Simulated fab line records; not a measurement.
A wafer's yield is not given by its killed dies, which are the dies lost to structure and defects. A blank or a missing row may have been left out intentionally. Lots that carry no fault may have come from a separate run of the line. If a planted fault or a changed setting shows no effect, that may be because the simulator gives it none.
Matching of chambers    flow n5_finfet    N5_BEOL_M3_PRE_CLEAN_60 on cvd_co-02 has 3 sister chambers
The step time 15 s. 3 wafers are shown with their chamber, then 12 later ones without.

== WAFERS PAIRED WITH THEIR CHAMBERS ==
wafer   chamber  heater_power_w (W)
L081.4  1        117
L086.4  2        77
L086.5  0        102

== WAFERS MISSING THEIR CHAMBER ==
wafer   heater_power_w (W)
L092.3  106
L092.5  105
L092.6  80
L093.4  106
L093.5  119
L093.6  80
L096.1  115
L096.2  110
L096.4  81
L097.1  104
L097.4  107
L097.6  115

== CHAMBER TAKEN BY EACH ==
wafer   from the rows above      in truth
L092.3  can't be placed: 0 or 1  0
L092.5  0                        0
L092.6  2                        2
L093.4  can't be placed: 0 or 1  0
L093.5  1                        1
L093.6  2                        2
L096.1  1                        1
L096.2  can't be placed: 1 or 0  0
L096.4  2                        2
L097.1  0                        0
L097.4  can't be placed: 0 or 1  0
L097.6  1                        1
8 of 12 placed correctly. Not placeable from these rows: 4 (in 4, the candidates include the true chamber). Wrongly placed: 0.
How it was worked out, from the rows above alone: a wafer's distance from a chamber is the root of the sum, over the readings, of the square of ((its reading less the chamber's mean) divided by the reading's scatter). The wafer belongs to the nearest chamber; if the next one is less than 2 further off, it can't be placed. A chamber's mean is the mean of its shown wafers. The scatter: with one shown wafer a chamber, the root of the mean of the squares of how far each hidden wafer lies from its nearest shown one.
